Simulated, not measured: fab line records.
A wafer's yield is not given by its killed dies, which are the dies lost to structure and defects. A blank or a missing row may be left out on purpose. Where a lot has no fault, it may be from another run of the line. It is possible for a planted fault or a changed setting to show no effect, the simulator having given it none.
Matching of chambers || flow n5 finfet || 4 sister chambers for N5_MOL_CONTACT_COAG_ETCHBACK_132 on rie diel-05
The step etches SiO2 in CHF3, target depth 10 nm, time 6.7 s. 8 wafers are shown with their chamber, then 8 later ones without.

## WAFERS PAIRED WITH THEIR CHAMBERS
{"wafer": "L077.6", "chamber": 0, "rf vpp V (V)": 528, "showerhead plenum p Torr (Torr)": 2.41}
{"wafer": "L079.1", "chamber": 0, "rf vpp V (V)": 527, "showerhead plenum p Torr (Torr)": 2.41}
{"wafer": "L079.2", "chamber": 3, "rf vpp V (V)": 542, "showerhead plenum p Torr (Torr)": 2.34}
{"wafer": "L079.6", "chamber": 2, "rf vpp V (V)": 534, "showerhead plenum p Torr (Torr)": 2.41}
{"wafer": "L080.2", "chamber": 3, "rf vpp V (V)": 542, "showerhead plenum p Torr (Torr)": 2.34}
{"wafer": "L080.3", "chamber": 2, "rf vpp V (V)": 533, "showerhead plenum p Torr (Torr)": 2.41}
{"wafer": "L080.5", "chamber": 1, "rf vpp V (V)": 505, "showerhead plenum p Torr (Torr)": 2.35}
{"wafer": "L093.1", "chamber": 1, "rf vpp V (V)": 506, "showerhead plenum p Torr (Torr)": 2.34}

## WAFERS WITHOUT THEIR CHAMBER
{"wafer": "L093.2", "rf vpp V (V)": 542, "showerhead plenum p Torr (Torr)": 2.33}
{"wafer": "L093.3", "rf vpp V (V)": 534, "showerhead plenum p Torr (Torr)": 2.41}
{"wafer": "L093.4", "rf vpp V (V)": 527, "showerhead plenum p Torr (Torr)": 2.40}
{"wafer": "L093.5", "rf vpp V (V)": 533, "showerhead plenum p Torr (Torr)": 2.41}
{"wafer": "L093.6", "rf vpp V (V)": 505, "showerhead plenum p Torr (Torr)": 2.34}
{"wafer": "L096.2", "rf vpp V (V)": 525, "showerhead plenum p Torr (Torr)": 2.40}
{"wafer": "L096.3", "rf vpp V (V)": 534, "showerhead plenum p Torr (Torr)": 2.40}
{"wafer": "L096.4", "rf vpp V (V)": 506, "showerhead plenum p Torr (Torr)": 2.34}

## WHICH CHAMBER EACH ONE RAN IN
{"wafer": "L093.2", "from the rows above": 3, "in truth": 3}
{"wafer": "L093.3", "from the rows above": 2, "in truth": 2}
{"wafer": "L093.4", "from the rows above": 0, "in truth": 0}
{"wafer": "L093.5", "from the rows above": 2, "in truth": 2}
{"wafer": "L093.6", "from the rows above": 1, "in truth": 1}
{"wafer": "L096.2", "from the rows above": 0, "in truth": 0}
{"wafer": "L096.3", "from the rows above": 2, "in truth": 2}
{"wafer": "L096.4", "from the rows above": 1, "in truth": 1}
8 of 8 placed correctly. Number that these rows cannot place: 0. Placed wrongly: 0.
How it was worked out, from the rows above alone: a wafer's distance from a chamber is the root of the sum, over the readings, of the square of ((its reading less the chamber's mean) divided by the reading's scatter). If the next closest chamber is less than 2 further off than the closest, the wafer can't be placed; otherwise it belongs to the closest. Each chamber's mean is taken over the wafers shown for it. The scatter: take each reading less its chamber's mean, square it, sum over the shown wafers, divide by the number of wafers less the number of chambers, and take the root.
